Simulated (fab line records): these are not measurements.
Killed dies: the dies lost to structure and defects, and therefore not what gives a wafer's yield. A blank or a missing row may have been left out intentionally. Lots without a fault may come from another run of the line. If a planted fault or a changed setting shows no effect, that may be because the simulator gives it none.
Which tool is to blame? / flow n5-finfet / 36 wafers from 12 lots sampled at 6 of the route's 1938 steps

WHAT EACH GAUGE READ, for each wafer
N5_MIM_TOP_LITHO_OVL_MEAS_11.
lot=L077; measured=day 15 18:46; on=overlay-01; MIM_TOP_OVL (nm)=8 6 7
lot=L076; measured=day 15 23:29; on=overlay-02; MIM_TOP_OVL (nm)=0 5 2
lot=L080; measured=day 16 22:46; on=overlay-01; MIM_TOP_OVL (nm)=13 7 5
lot=L079; measured=day 17 15:29; on=overlay-01; MIM_TOP_OVL (nm)=2 5 5
lot=L081; measured=day 18 09:58; on=overlay-01; MIM_TOP_OVL (nm)=4 3 -2
lot=L084; measured=day 18 17:51; on=overlay-02; MIM_TOP_OVL (nm)=5 -8 0
lot=L085; measured=day 19 08:06; on=overlay-02; MIM_TOP_OVL (nm)=9 6 6
lot=L087; measured=day 20 01:45; on=overlay-02; MIM_TOP_OVL (nm)=2 2 7
lot=L091; measured=day 20 05:34; on=overlay-02; MIM_TOP_OVL (nm)=-5 4 -1
lot=L092; measured=day 20 23:34; on=overlay-02; MIM_TOP_OVL (nm)=0 0 -1
lot=L093; measured=day 21 04:56; on=overlay-02; MIM_TOP_OVL (nm)=14 10 11
lot=L097; measured=day 21 15:08; on=overlay-01; MIM_TOP_OVL (nm)=14 12 0

WHAT TOOL EACH LOT RAN ON (gives the tool, then ch and the chambers of the sampled wafers, and finally the start)
lot=L077; N5_BEOL_M15_STRIP_37=rie-diel-05 ch 0,2, day 15 13:28 or earlier; N5_BEOL_M15_SPUTTER_44=pvd-sputter-01, day 15 13:28; N5_BEOL_M15_CMP_49=cmp-02 ch 0,1,2, day 15 14:18; N5_BEOL_M15_DEP_53=pecvd-03 ch 0,1,2, day 15 14:35; N5_MIM_TOP_DEGAS_04=pvd-sputter-02, day 15 18:18
lot=L076; N5_BEOL_M15_STRIP_37=rie-diel-02 ch 0,3, day 15 19:44 or earlier; N5_BEOL_M15_SPUTTER_44=pvd-sputter-02, day 15 19:44; N5_BEOL_M15_CMP_49=cmp-01 ch 0,1,2, day 15 20:31; N5_BEOL_M15_DEP_53=pecvd-01 ch 0,1, day 15 20:51; N5_MIM_TOP_DEGAS_04=pvd-sputter-02, day 15 22:54
lot=L080; N5_BEOL_M15_STRIP_37=rie-diel-02 ch 0,1,3, day 16 17:53 or earlier; N5_BEOL_M15_SPUTTER_44=pvd-sputter-01, day 16 17:53; N5_BEOL_M15_CMP_49=cmp-02 ch 0,2, day 16 18:40; N5_BEOL_M15_DEP_53=pecvd-01 ch 0,1, day 16 18:59; N5_MIM_TOP_DEGAS_04=pvd-sputter-01, day 16 22:10
lot=L079; N5_BEOL_M15_STRIP_37=rie-diel-06 ch 0,1,2, day 17 08:14 or earlier; N5_BEOL_M15_SPUTTER_44=pvd-sputter-02, day 17 08:14; N5_BEOL_M15_CMP_49=cmp-03 ch 0,1,2, day 17 09:05; N5_BEOL_M15_DEP_53=pecvd-01 ch 0,1,2, day 17 09:21; N5_MIM_TOP_DEGAS_04=pvd-sputter-02, day 17 15:01
lot=L081; N5_BEOL_M15_STRIP_37=rie-diel-05 ch 0,2,3, day 18 02:31 or earlier; N5_BEOL_M15_SPUTTER_44=pvd-sputter-03, day 18 02:31; N5_BEOL_M15_CMP_49=cmp-02 ch 0,1,3, day 18 03:22; N5_BEOL_M15_DEP_53=pecvd-03 ch 0,2, day 18 03:37; N5_MIM_TOP_DEGAS_04=pvd-sputter-02, day 18 09:30
lot=L084; N5_BEOL_M15_STRIP_37=rie-diel-02 ch 0,3, day 18 10:49 or earlier; N5_BEOL_M15_SPUTTER_44=pvd-sputter-03, day 18 10:49; N5_BEOL_M15_CMP_49=cmp-03 ch 0,2,3, day 18 11:41; N5_BEOL_M15_DEP_53=pecvd-01 ch 0,1,2, day 18 12:02; N5_MIM_TOP_DEGAS_04=pvd-sputter-01, day 18 17:23
lot=L085; N5_BEOL_M15_STRIP_37=rie-diel-05 ch 0,1,2, day 19 02:25 or earlier; N5_BEOL_M15_SPUTTER_44=pvd-sputter-03, day 19 02:25; N5_BEOL_M15_CMP_49=cmp-03 ch 0,2,3, day 19 03:27; N5_BEOL_M15_DEP_53=pecvd-02 ch 0,1,2, day 19 03:48; N5_MIM_TOP_DEGAS_04=pvd-sputter-01, day 19 07:37
lot=L087; N5_BEOL_M15_STRIP_37=rie-diel-06 ch 0,2,3, day 19 20:10 or earlier; N5_BEOL_M15_SPUTTER_44=pvd-sputter-02, day 19 20:10; N5_BEOL_M15_CMP_49=cmp-02 ch 2,3, day 19 20:54; N5_BEOL_M15_DEP_53=pecvd-02 ch 0,1,2, day 19 21:16; N5_MIM_TOP_DEGAS_04=pvd-sputter-03, day 20 01:10
lot=L091; N5_BEOL_M15_STRIP_37=rie-diel-02 ch 0,3, day 19 23:00 or earlier; N5_BEOL_M15_SPUTTER_44=pvd-sputter-02, day 19 23:00; N5_BEOL_M15_CMP_49=cmp-01 ch 0,2,3, day 20 00:02; N5_BEOL_M15_DEP_53=pecvd-02 ch 1,2, day 20 00:23; N5_MIM_TOP_DEGAS_04=pvd-sputter-01, day 20 04:59
lot=L092; N5_BEOL_M15_STRIP_37=rie-diel-02 ch 0,1,2, day 20 18:42 or earlier; N5_BEOL_M15_SPUTTER_44=pvd-sputter-02, day 20 18:42; N5_BEOL_M15_CMP_49=cmp-03 ch 1,2, day 20 19:35; N5_BEOL_M15_DEP_53=pecvd-01 ch 1,2, day 20 19:56; N5_MIM_TOP_DEGAS_04=pvd-sputter-03, day 20 22:57
lot=L093; N5_BEOL_M15_STRIP_37=rie-diel-06 ch 0,1,3, day 20 22:40 or earlier; N5_BEOL_M15_SPUTTER_44=pvd-sputter-02, day 20 22:40; N5_BEOL_M15_CMP_49=cmp-02 ch 1,3, day 20 23:29; N5_BEOL_M15_DEP_53=pecvd-03 ch 0,1,2, day 20 23:51; N5_MIM_TOP_DEGAS_04=pvd-sputter-02, day 21 04:29
lot=L097; N5_BEOL_M15_STRIP_37=rie-diel-05 ch 0,1,2, day 21 10:00 or earlier; N5_BEOL_M15_SPUTTER_44=pvd-sputter-02, day 21 10:00; N5_BEOL_M15_CMP_49=cmp-01 ch 1,2,3, day 21 10:51; N5_BEOL_M15_DEP_53=pecvd-02 ch 0,1,2, day 21 11:07; N5_MIM_TOP_DEGAS_04=pvd-sputter-02, day 21 14:34
- N5_BEOL_M15_STRIP_37: strips in O2.
- N5_BEOL_M15_SPUTTER_44: material Ta, target thk 15 nm, time 24.19 s.
- N5_BEOL_M15_CMP_49: polishes, stops on SiO2, t overpolish 4.9 s, target thk 850 nm.
- N5_BEOL_M15_DEP_53: deposits SiCN from 3MS/NH3, target thk 50 nm, time 17.8 s.
- N5_MIM_TOP_DEGAS_04: time 60 s.

THE ANSWER, worked out from the rows above alone
Rule: the usual values come from the lots themselves. The widest of any qualifying gaps counts: lots, ordered by their means at a reading, are off when they make up no more than a third of the lots, leave a main group of 4 or more, and stand apart from it by 3 or more times the standard deviation of that group's means. Not used: any main group whose means are identical at the precision the tables above print for the reading. Also off: a lot with no number at a reading for which 4 or more lots have one. The other lots that the step has rows for count as sound.
None of the lots is off at any reading shown; this tells nothing.

WHAT WAS PUT IN BY THE SIMULATOR
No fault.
